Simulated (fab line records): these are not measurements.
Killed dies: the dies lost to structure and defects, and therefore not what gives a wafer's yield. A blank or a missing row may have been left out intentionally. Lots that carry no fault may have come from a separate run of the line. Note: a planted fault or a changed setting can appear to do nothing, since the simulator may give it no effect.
Matching of chambers | flow n5_finfet | 3 sister chambers for N5_BEOL_M1_PRE_CLEAN_60 on cvd_co-01
The step time 15 s. 42 wafers are shown with their chamber, then 12 later ones without.

== WAFERS, EACH WITH ITS CHAMBER ==
wafer  | chamber | heater_power_w (W)
L074.1 | 2       | 77
L074.3 | 0       | 114
L074.5 | 0       | 112
L075.1 | 2       | 79
L075.4 | 2       | 76
L075.6 | 2       | 77
L078.1 | 2       | 76
L078.3 | 1       | 123
L078.6 | 0       | 108
L079.1 | 1       | 123
L079.2 | 2       | 76
L079.3 | 0       | 113
L079.4 | 1       | 124
L079.5 | 0       | 112
L079.6 | 2       | 75
L084.3 | 2       | 80
L084.4 | 1       | 121
L084.6 | 2       | 78
L085.3 | 2       | 79
L085.5 | 1       | 124
L085.6 | 2       | 76
L086.1 | 1       | 122
L086.4 | 0       | 116
L086.5 | 1       | 123
L089.2 | 2       | 78
L089.3 | 1       | 122
L089.5 | 0       | 114
L090.1 | 1       | 124
L090.3 | 2       | 78
L090.6 | 0       | 113
L088.3 | 0       | 114
L088.5 | 1       | 122
L088.6 | 0       | 113
L091.1 | 1       | 122
L091.2 | 2       | 77
L091.3 | 0       | 113
L091.4 | 0       | 112
L091.5 | 2       | 77
L091.6 | 1       | 121
L092.2 | 2       | 79
L092.3 | 1       | 122
L092.6 | 2       | 78

SIGNATURES (averages over the wafers above)
reading        | chamber 0 | chamber 1 | chamber 2 | scatter within a chamber
heater_power_w | 112.83    | 122.54    | 77.41     | 1.46
Rule: distance of a wafer from a chamber = root of the sum over the readings of ((wafer's reading minus chamber's mean) / reading's scatter) squared. The wafer belongs to the nearest chamber; if the next one is less than 2 further off, it can't be placed. The scatter is the square root of a quotient: the sum, over the shown wafers, of each reading's squared deviation from its chamber's mean, divided by wafers minus chambers.

== WAFERS WHOSE CHAMBER IS MISSING ==
wafer  | heater_power_w (W)
L094.1 | 113
L094.2 | 80
L094.3 | 123
L094.4 | 76
L094.5 | 124
L094.6 | 115
L095.2 | 79
L095.4 | 80
L095.5 | 111
L097.1 | 80
L097.3 | 123
L097.4 | 113

== THE CHAMBER EACH PASSED THROUGH ==
wafer  | from the rows above | in truth
L094.1 | 0                   | 0
L094.2 | 2                   | 2
L094.3 | 1                   | 1
L094.4 | 2                   | 2
L094.5 | 1                   | 1
L094.6 | 0                   | 0
L095.2 | 2                   | 2
L095.4 | 2                   | 2
L095.5 | 0                   | 0
L097.1 | 2                   | 2
L097.3 | 1                   | 1
L097.4 | 0                   | 0
Correctly placed: 12 of 12. From these rows, 0 cannot be placed. Wrongly placed: 0.
